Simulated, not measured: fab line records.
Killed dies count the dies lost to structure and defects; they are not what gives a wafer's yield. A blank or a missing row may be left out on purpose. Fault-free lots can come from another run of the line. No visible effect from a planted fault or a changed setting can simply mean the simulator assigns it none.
A lot that was struck, set against a sound lot ; flow n5-finfet ; 16 out of 1938 route steps
Sound: these wafers, L482.3, L482.5, L482.6. The struck wafers were L480.3, L480.5, L480.6. At the end, the cause is stated.
At each step with rows: each side's tool, then ch and its chambers, then its first start. Under that, the readings that differ: sound wafers ; struck wafers ; difference of the means ; sigmas: that difference in standard deviations of wafers without a fault.
alike: a reading whose means differ by less than 2 such deviations, as well as words and numbers matching on both sides. not compared: withheld readings; readings where some wafer has no value; bounds like >300 that might hide an equal value; numbers whose values overlap and for which the record gives no deviation.
A row with sigmas, a row that says differs or no value, or rows on one side alone: a step with any of these is where the two part. Non-overlapping numbers with no deviation appear without sigmas and do not part them. A reading missing from all wafers of one side parts the sides only when that side holds two or more wafers.

first, 12 steps without rows for these wafers: N5_SDB_STRIP_19 (strips in N2/H2); N5_SDB_STRIP_21 (strips in CF4); N5_SDB_HM_OPEN_20 (chemistry CH3F/O2, target SiNx, stops on poly-Si, target depth 24 nm); N5_SDB_STRIP_22 (strips in N2/H2); N5_SDB_PRECLEAN_23 (cleans in dHF, time 30 s); N5_SDB_DUMMY_REMOVE_24 (chemistry TMAH, target poly-Si, stops on SiO2, target depth 142 nm, time 57 s, rinse time 30 s); N5_SDB_ETCH_25 (etches SiO2 in C4F6/O2, target depth 10 nm, time 3.3 s); N5_SDB_CUT_ETCH_26 (etches Si in HBr/Cl2/O2, target depth 129.6 nm, bt time 20 s, time 51.8 s); N5_SDB_PRECLEAN_38 (cleans in dHF, time 10 s); N5_SDB_PRECLEAN_39 (cleans in O3/DIW, time 45 s); N5_SDB_SRD_28 (time 30 s); N5_SDB_ALD_29 (deposits SiNx, target thk 30 nm, pulse time 1 s, ald cycles 600).
N5_SDB_CMP_30: polishes, stops on poly-Si, t overpolish 1.54 s, target thk 30 nm.
  sound on cmp-01 ch 0,1,3, day 8 02:14; struck on cmp-04 ch 0,3, day 7 14:22
  no value came back on the struck wafers for any of 5 readings (edge-zone-pressure-frac, head-pressure-psi (psi) and others); on the sound wafers edge-zone-pressure-frac reads 1.005 0.995 1.006
reading;sound;struck;difference;sigmas
model.SiNx_of_SDB_HM_DEP_00.thk-nm (nm);0 0 0;22.4 22.8 22.6;+22.6;
model.a-Si_of_DUMMY_GATE_CVD_03.thk-nm (nm);64.4 65.2 63.4;70 70.4 69.4;+6;
N5_SDB_THK_MEAS_31:
  sound: film-metro-01 at day 8 02:28; struck: film-metro-01 at day 7 14:40
reading;sound;struck;difference;sigmas
SDB_THK (nm);64.3 65.1 63.3;69.9 70.3 69.5;+5.7;+5
N5_BEOL_M4_RC_MEAS_101:
  the record has rows for the sound wafers here (prober-01 ch 0, day 13 19:59) and none for the struck ones
-- the record jumps here: 10 days lie between the struck wafers' starts before and after (it left off in module BEOL_M4 and takes up again in module PASSIVATION, whose first step shown is number 1936 of the route) --
N5_PASSIVATION_PROBE_49:
  the record has rows for the struck wafers here (prober-01, day 17 05:56) and none for the sound ones

## WHERE THEY PART
Earliest at N5_SDB_CMP_30; latest, in this record, at N5_PASSIVATION_PROBE_49.

WHY: what had been put in by the simulator
Whole step skipped at N5_SDB_CMP_30 on cmp-04, starting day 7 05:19. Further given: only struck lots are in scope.
